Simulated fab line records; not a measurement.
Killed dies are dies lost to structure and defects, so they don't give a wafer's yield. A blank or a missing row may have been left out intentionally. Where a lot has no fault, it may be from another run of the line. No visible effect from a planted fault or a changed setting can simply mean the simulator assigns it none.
Split-lot study + flow n5_finfet + on a route of 1938 steps: 7 lots, 39 wafers read

SPLIT DETAILS
At N5_MIM_BOT_ETCH_ETCH_04 (etches SiNx in CF4/O2, target depth 26 nm, time 13 s), the setting time_s was moved away from the recipe's 13 s on 15 of the 39 wafers read, by -58.0% to +54.2%. All remaining wafers had this setting at the recipe value.

The split's own step is where the reading is taken.

THE READING
MIM_BOT_ETCH.cd_offset_nm (the simulator's own value, which no gauge read), in nm, at N5_MIM_BOT_ETCH_ETCH_04 (etches SiNx in CF4/O2, target depth 26 nm, time 13 s). The file gives no usual value for it. Average 0.0 nm, standard deviation 0.058 nm, over the 24 wafers here run with the recipe.

| wafer  | tool, chamber at the split | time_s as run, s | against the recipe | MIM_BOT_ETCH.cd_offset_nm, nm | against lot-mates on the recipe |
|--------|----------------------------|------------------|--------------------|-------------------------------|---------------------------------|
| L075.1 | rie_diel-05, 2             | 13               | recipe             | 0                             | -                               |
| L075.2 | rie_diel-05, 1             | 15.45            | +18.8%             | -0.2                          | -0.2                            |
| L075.3 | rie_diel-05, 0             | 13               | recipe             | 0                             | -                               |
| L075.4 | rie_diel-05, 3             | 15.45            | +18.8%             | -0.2                          | -0.2                            |
| L075.5 | rie_diel-05, 3             | 13               | recipe             | 0                             | -                               |
| L075.6 | rie_diel-05, 0             | 15.45            | +18.8%             | -0.2                          | -0.2                            |
| L081.1 | rie_diel-01, 3             | 13               | recipe             | 0                             | -                               |
| L081.5 | rie_diel-01, 0             | 13               | recipe             | 0                             | -                               |
| L081.6 | rie_diel-01, 1             | 13               | recipe             | 0                             | -                               |
| L090.1 | rie_diel-03, 0             | 20.04            | +54.2%             | -0.6                          | -0.7                            |
| L090.2 | rie_diel-03, 2             | 20.04            | +54.2%             | -0.6                          | -0.7                            |
| L090.3 | rie_diel-03, 3             | 13               | recipe             | 0                             | -                               |
| L090.4 | rie_diel-03, 1             | 13               | recipe             | 0                             | -                               |
| L090.5 | rie_diel-03, 1             | 13               | recipe             | 0.2                           | -                               |
| L090.6 | rie_diel-03, 2             | 20.04            | +54.2%             | -0.6                          | -0.7                            |
| L092.1 | rie_diel-05, 0             | 10.32            | -20.6%             | 0.2                           | +0.2                            |
| L092.2 | rie_diel-05, 1             | 10.32            | -20.6%             | 0.2                           | +0.2                            |
| L092.3 | rie_diel-05, 2             | 13               | recipe             | 0                             | -                               |
| L092.4 | rie_diel-05, 1             | 13               | recipe             | 0                             | -                               |
| L092.5 | rie_diel-05, 2             | 10.32            | -20.6%             | 0.2                           | +0.2                            |
| L092.6 | rie_diel-05, 0             | 13               | recipe             | 0                             | -                               |
| L095.1 | rie_diel-05, 0             | 13               | recipe             | 0                             | -                               |
| L095.2 | rie_diel-05, 2             | 13               | recipe             | 0                             | -                               |
| L095.3 | rie_diel-05, 3             | 13               | recipe             | 0                             | -                               |
| L095.4 | rie_diel-05, 1             | 13               | recipe             | 0                             | -                               |
| L095.5 | rie_diel-05, 2             | 13               | recipe             | -0.2                          | -                               |
| L095.6 | rie_diel-05, 3             | 13               | recipe             | 0                             | -                               |
| L094.1 | rie_diel-01, 1             | 5.46             | -58.0%             | 0.6                           | +0.6                            |
| L094.2 | rie_diel-01, 0             | 13               | recipe             | 0                             | -                               |
| L094.3 | rie_diel-01, 2             | 13               | recipe             | 0                             | -                               |
| L094.4 | rie_diel-01, 3             | 5.46             | -58.0%             | 0.6                           | +0.6                            |
| L094.5 | rie_diel-01, 0             | 5.46             | -58.0%             | 0.6                           | +0.6                            |
| L094.6 | rie_diel-01, 3             | 13               | recipe             | 0                             | -                               |
| L096.1 | rie_diel-05, 2             | 15.91            | +22.4%             | -0.2                          | -0.2                            |
| L096.2 | rie_diel-05, 1             | 13               | recipe             | 0                             | -                               |
| L096.3 | rie_diel-05, 3             | 15.91            | +22.4%             | -0.2                          | -0.2                            |
| L096.4 | rie_diel-05, 0             | 15.91            | +22.4%             | -0.2                          | -0.2                            |
| L096.5 | rie_diel-05, 1             | 13               | recipe             | 0                             | -                               |
| L096.6 | rie_diel-05, 0             | 13               | recipe             | 0                             | -                               |

FIT RESULTS
A straight line over all 39 wafers: MIM_BOT_ETCH.cd_offset_nm changes by -0.0105 nm for each +1% of time_s; r = -0.98; the points scatter about the line by 0.049 nm.
The same after taking each lot's own level away (the mean of its wafers on the recipe; 39 wafers): -0.011 nm for each +1%; r = -0.98; scatter 0.048 nm.
Per that fit: largest time_s move, reading shift of 0.64 nm.
Across the lots, their own levels run from -0.03 to 0.07 nm, a range of 1.7 times the standard deviation given above.
Consequently the slope shifts little with the lot-to-lot level, the two slopes agreeing.
Check: +0.637 nm against its lot-mates is what the line predicts for one of the wafers moved furthest among these (-58.0%) when that wafer is left out of the fit. Against them it came out at +0.6 nm.

FURTHER SPLITS ON THESE WAFERS
Other splits were also applied to these wafers ahead of the reading. Each is held against what the fit with the lots' levels taken away leaves over:
| other split on the same wafers            | wafers away from the commonest value | r with MIM_BOT_ETCH.cd_offset_nm (lot level and that fit taken away) |
|-------------------------------------------|--------------------------------------|----------------------------------------------------------------------|
| N5_BEOL_M10_DEVELOP_27 develop_time_s     | 15                                   | -0.11                                                                |
| N5_BEOL_M12_TRENCH_ETCH_34 target_depth_a | 12                                   | -0.06                                                                |
| N5_BEOL_M14_DEP_53 time_s                 | 18                                   | -0.02                                                                |

THE WHOLE CHAIN: every reading that the file lists as answering this split, in the file's order
| step                    | what it does                                         | reading                                                                    | change (the file's fit)               | r (the file's) |
|-------------------------|------------------------------------------------------|----------------------------------------------------------------------------|---------------------------------------|----------------|
| N5_MIM_BOT_ETCH_ETCH_04 | etches SiNx in CF4/O2, target depth 26 nm, time 13 s | etch.depth_nm (the simulator's own value, which no gauge read)             | +0.264 nm for each +1% of the setting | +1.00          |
| N5_MIM_BOT_ETCH_ETCH_04 | etches SiNx in CF4/O2, target depth 26 nm, time 13 s | MIM_BOT_ETCH.cd_offset_nm (the simulator's own value, which no gauge read) | -0.011 nm for each +1% of the setting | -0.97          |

THE FILE'S OWN FIT
MIM_BOT_ETCH.cd_offset_nm changes by -0.011 nm for each +1% of time_s, r = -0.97.
